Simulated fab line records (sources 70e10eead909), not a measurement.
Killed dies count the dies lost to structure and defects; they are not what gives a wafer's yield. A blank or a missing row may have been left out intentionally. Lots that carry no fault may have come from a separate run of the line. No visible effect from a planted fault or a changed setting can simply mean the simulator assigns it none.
fab line records | flow nandHarc | part 2 of 2: steps 30 to 41 of 41
record: lots: 5 wafers: 15 lastDay: 32
route steps=1302 shown A_BLC@1128 A_M0@1137 A_M1@1169
lots with no fault: from the same line, run without faults
startH: hours from the record's opening day to when the first of the lot's shown wafers began | waitH: hours since the lot's step before | " repeats the value in the row above | L1.1+2: a single row standing in for several wafers | - value missing, or start not given | * or withheld: withheld | < > ~ a bound
route shown NAME@n: names a module that has steps shown in the file, with the first one's number in the route | usual: mean/standard deviation taken from wafers without a fault | same: alike in all rows | chamber/n: place in a boat | sites: per-site readings | _std_site: how widely they spread, as a standard deviation | _edge_site: inner sites' mean taken away from outer sites' mean | radiusMm: for every site, how far away it sits from the centre of the wafer | mask NAME#n: copy n | behind: tool/chamber where the wafer was last shaped | hold: why the lot went on hold/how many hours it stayed there/how the hold came to an end | device: which transistor (n, p or np) failed to switch | end of line: the tests these same wafers got at the end of their route | step lacking rows: just its recipe | killed: count of dies lost to structure and defects at first sort (not the wafer's yield) | map: the dies of a wafer, with x for killed, . for not killed, _ for no die there
set.NAME: the run value of the setting; set.NAME@STEP: its run value at that earlier step | model.NAME: the simulator's own value behind a step, which no gauge read
lots at some steps of the route; a table a step, a row a wafer
services: from which hour (startH, from the record's first day; less than 0 if before it) a tool's chamber was out of use, for how many hours, and why
== steps ==
step: NHARC_A_M0_PVD_20
recipe: targetThkA: 50 biasV: 168.6 powerW: 15000 chamberPressurePa: 0.12 timeS: 8.06 substrateTempC: 50 material: TaN
usual: substrateTempC: 50.01/0.1 throttleValvePct: 30.4/0.89
columns lot.wafer tool chamber startH waitH substrateTempC throttleValvePct
L075.1 pvdSputter-02 - - - 50.11 30.6
L075.5 " - " " 49.92 30.6
L075.6 " - " " 49.94 30.5
L077.3 pvdSputter-02 - - - 49.93 30.6
L077.1 " - " " 50.01 30.2
L077.5 " - " " 50.05 30.8
L080.4 pvdSputter-01 - - - 49.93 30.7
L080.1 " - " " 50.06 29.4
L080.2 " - " " 49.97 32.2
L082.4 pvdSputter-02 - - - 49.93 30.3
L082.2 " - " " 50.12 30.7
L082.6 " - " " 50.03 30.1
L094.2 pvdSputter-02 - - - 50.02 30.6
L094.4 " - " " 49.89 30.3
L094.5 " - " " 49.98 30.7
step: NHARC_A_M0_PVD_21
recipe: targetThkA: 300 chamberPressurePa: 5 powerW: 5000 substrateTempC: 30 timeS: 20.49 material: Cu
usual: substrateTempC: 29.98/0.11 throttleValvePct: 30.4/0.91
columns lot.wafer tool chamber startH waitH substrateTempC throttleValvePct
L075.1 pvdSputter-02 - - - 29.90 30.3
L075.6 " - " " 29.92 30.8
L075.5 " - " " 29.91 30.4
L077.1 pvdSputter-02 - - - 29.91 30.6
L077.3 " - " " 30.02 30.3
L077.5 " - " " 30.05 30.6
L080.1 pvdSputter-01 - - - 29.99 32.5
L080.4 " - " " 29.99 30.6
L080.2 " - " " 30.16 29.5
L082.2 pvdSputter-02 - - - 30.13 30.8
L082.4 " - " " 29.81 30.4
L082.6 " - " " 29.99 30.7
L094.4 pvdSputter-02 - - - 29.86 30.7
L094.2 " - " " 30.22 31.2
L094.5 " - " " 29.93 30.5
step: NHARC_A_M0_ECD_22
recipe: targetThkA: 4000 bathTempC: 25 material: Cu
columns lot.wafer tool chamber startH waitH
L075.1+6+5 ecdCu-02 0,1,0 536.08 -
L077.1+3+5 ecdCu-02 0,1,0 544.42 -
L080.2+1+4 ecdCu-02 1,0,0 579.98 -
L082.2+4+6 ecdCu-02 0 616.25 -
L094.2+4+5 ecdCu-02 1,0,1 718.16 -
step: NHARC_A_M0_ANNEAL_30
recipe: tempC: 225 timeS: 90
usual: wafer_temp_C_max: 225.79/0.27
columns lot.wafer tool chamber startH waitH wafer_temp_C_max
L075.1 rtpAnneal-01 0 536.41 - 225.74
L075.5 " 0 " " 225.58
L075.6 " 0 " " 225.58
L077.1 rtpAnneal-01 0 544.74 - 225.63
L077.3 " 0 " " 225.89
L077.5 " 0 " " 225.71
L080.1 rtpAnneal-01 0 580.35 - 225.00
L080.2 " 0 " " 225.39
L080.4 " 0 " " 225.46
L082.2 rtpAnneal-01 0 616.63 - 225.59
L082.4 " 0 " " 225.91
L082.6 " 0 " " 225.67
L094.2 rtpAnneal-02 0 718.59 - 225.96
L094.4 " 0 " " 225.71
L094.5 " 0 " " 225.61
step: NHARC_A_M0_CMP_23
recipe: tOverpolishS: 20 targetThkNm: 113.75
usual: motorCurrentA: 12.2/1.2 timeToEndpointS: 29.1/2.2
columns lot.wafer tool chamber startH waitH motorCurrentA timeToEndpointS
L075.1 cmp-02 3 536.81 - 10.5 29.8
L075.6 " 1 " " 12.6 27.3
L075.5 " 2 " " 12.3 26.9
L077.3 cmp-01 0 545.09 - 13.9 28.6
L077.1 " 3 " " 10.8 28.9
L077.5 " 1 " " 12.7 28.8
L080.2 cmp-04 2 580.70 - 11.1 29.7
L080.1 " 0 " " 12.0 34.1
L080.4 " 1 " " 11.2 32.8
L082.4 cmp-02 2 616.93 - 12.4 25.0
L082.2 " 1 " " 12.8 26.2
L082.6 " 3 " " 10.1 31.6
L094.2 cmp-04 1 718.91 - 11.3 28.8
L094.4 " 2 " " 11.1 31.2
L094.5 " 0 " " 12.5 32.9
step: NHARC_A_M0_THK_MEAS_24
recipe: thkMeasGauge: xrf
usual: thkNm: 113.9/1.2
columns lot.wafer tool chamber startH waitH thkNm
L075.1 filmMetro-02 - 537.07 - 115.7
L075.5 " - " " 115.5
L075.6 " - " " 113.9
L077.1 filmMetro-01 - 545.41 - 115.8
L077.3 " - " " 113.1
L077.5 " - " " 115.5
L080.1 filmMetro-01 - 581.02 - 114.4
L080.2 " - " " 115.0
L080.4 " - " " 113.6
L082.2 filmMetro-01 - 617.24 - 110.9
L082.4 " - " " 114.4
L082.6 " - " " 113.2
L094.2 filmMetro-02 - 719.19 - 114.2
L094.4 " - " " 115.0
L094.5 " - " " 113.5
step: NHARC_A_M0_SRD_25
columns lot.wafer tool chamber startH waitH
L075.1+5+6 wetBench-10 1,3,5 537.11 0.0
L077.3+5+1 wetBench-08 4,5,6 545.45 0.0
L080.4+1+2 wetBench-08 1,3,5 581.06 0.0
L082.4+2+6 wetBench-10 5,6,7 617.28 0.0
L094.5+2+4 wetBench-10 7,0,2 719.24 0.0
step: NHARC_A_M0_INSPECT_27
usual: rawDefectCount: 533/130
columns lot.wafer tool chamber startH waitH rawDefectCount
L075.1 defectInspect-01 - 537.22 0.0 649
L075.5 " - " " 694
L075.6 " - " " 823
L077.1 defectInspect-01 - 545.56 0.0 343
L077.3 " - " " 479
L077.5 " - " " 428
L080.1 defectInspect-01 - 581.17 0.0 885
L080.2 " - " " 552
L080.4 " - " " 763
L082.2 defectInspect-02 - 617.40 0.0 443
L082.4 " - " " 764
L082.6 " - " " 594
L094.2 defectInspect-01 - 719.35 0.0 329
L094.4 " - " " 365
L094.5 " - " " 416
step: NHARC_A_M0_PRE_CLEAN_31
recipe: timeS: 12 tempC: 370 rfPowerW: 300 gas: NH3
usual: heaterPowerW: 578/76
columns lot.wafer tool chamber startH waitH heaterPowerW
L075.1 pecvd-01 2 537.31 0.1 562
L075.6 " 1 " " 579
L075.5 " 0 " " 612
L077.3 pecvd-04 0 545.64 0.1 727
L077.1 " 1 " " 529
L077.5 " 0 " " 754
L080.1 pecvd-02 2 581.24 0.1 480
L080.2 " 1 " " 599
L080.4 " 0 " " 668
L082.2 pecvd-04 0 617.49 0.1 658
L082.6 " 1 " " 476
L082.4 " 2 " " 508
L094.2 pecvd-04 2 720.21 0.9 456
L094.4 " 2 " " 453
L094.5 " 0 " " 644
step: NHARC_A_M0_DEP_32
recipe: targetThkA: 300 tempC: 370 targetThkNm: 30 pressureTorr: 3 flowSccm: 200 rfW: 450 material: SiCN
usual: heaterPowerW: 536/77
columns lot.wafer tool chamber startH waitH heaterPowerW
L075.1 pecvd-01 2 537.42 0.1 526
L075.6 " 1 " " 643
L075.5 " 0 " " 572
L077.3 pecvd-04 0 545.75 0.1 640
L077.1 " 1 " " 420
L077.5 " 0 " " 638
L080.1 pecvd-02 2 581.32 0.1 406
L080.2 " 1 " " 464
L080.4 " 0 " " 591
L082.2 pecvd-04 0 617.63 0.1 703
L082.6 " 1 " " 494
L082.4 " 2 " " 508
L094.2 pecvd-04 2 720.32 0.1 459
L094.4 " 2 " " 461
L094.5 " 0 " " 632
step: NHARC_A_M1_DEP_00
recipe: targetThkA: 1825 targetThkNm: 182.5 tempC: withheld pressureTorr: 5 flowSccm: 200 rfW: 600 material: SiOC
columns lot.wafer tool chamber startH waitH
L075.1+6+5 pecvd-04 1,1,0 537.79 -
L077.3+1+5 pecvd-02 1,2,1 546.12 -
L080.1+2+4 pecvd-04 2,0,0 581.78 -
L082.2+6+4 pecvd-01 0,2,0 618.00 -
L094.2+5+4 pecvd-02 1,2,0 720.78 -
step: NHARC_A_M1_DEHYDRATE_01
recipe: tempC: 150 timeS: 120
columns lot.wafer tool chamber startH waitH
L075.1+5+6 lithoTrack-01 0 538.19 -
L077.1+3+5 lithoTrack-06 0 546.53 -
L080.1+2+4 lithoTrack-04 0 582.13 -
L082.2+4+6 lithoTrack-01 0 618.37 -
L094.2+4+5 lithoTrack-01 0 721.10 -
== services ==
columns tool chamber startH hours kind
pecvd-01 - 521.55 1.8 repair
pecvd-04 - 522.61 1.1 repair
pecvd-01 - 525.54 0.4 repair
cmp-02 - 526.65 4.0 pm
pvdSputter-01 - 530.60 2.3 repair
pvdSputter-01 - 535.65 0.8 repair
pecvd-04 2 538.55 2.9 repair
rieDiel-01 - 549.16 0.6 repair
lithoTrack-04 - 553.00 7.0 pm
rieDiel-01 2 554.53 4.5 repair
rieDiel-01 - 557.77 1.1 repair
rieDiel-01 - 558.91 9.0 pm
pvdSputter-01 - 582.00 10.0 pm
pecvd-02 - 589.34 13.0 pm
cmp-02 - 598.75 1.3 repair
pvdSputter-01 - 606.46 3.1 repair
pecvd-04 - 631.71 13.0 pm
pvdSputter-02 - 638.02 10.0 pm
pvdSputter-02 - 658.04 2.0 repair
pecvd-04 2 661.68 5.1 repair
pvdSputter-01 - 667.06 2.0 repair
rieDiel-01 1 676.37 4.0 repair
lithoTrack-01 - 680.00 7.0 pm
pvdSputter-02 - 695.14 5.3 repair
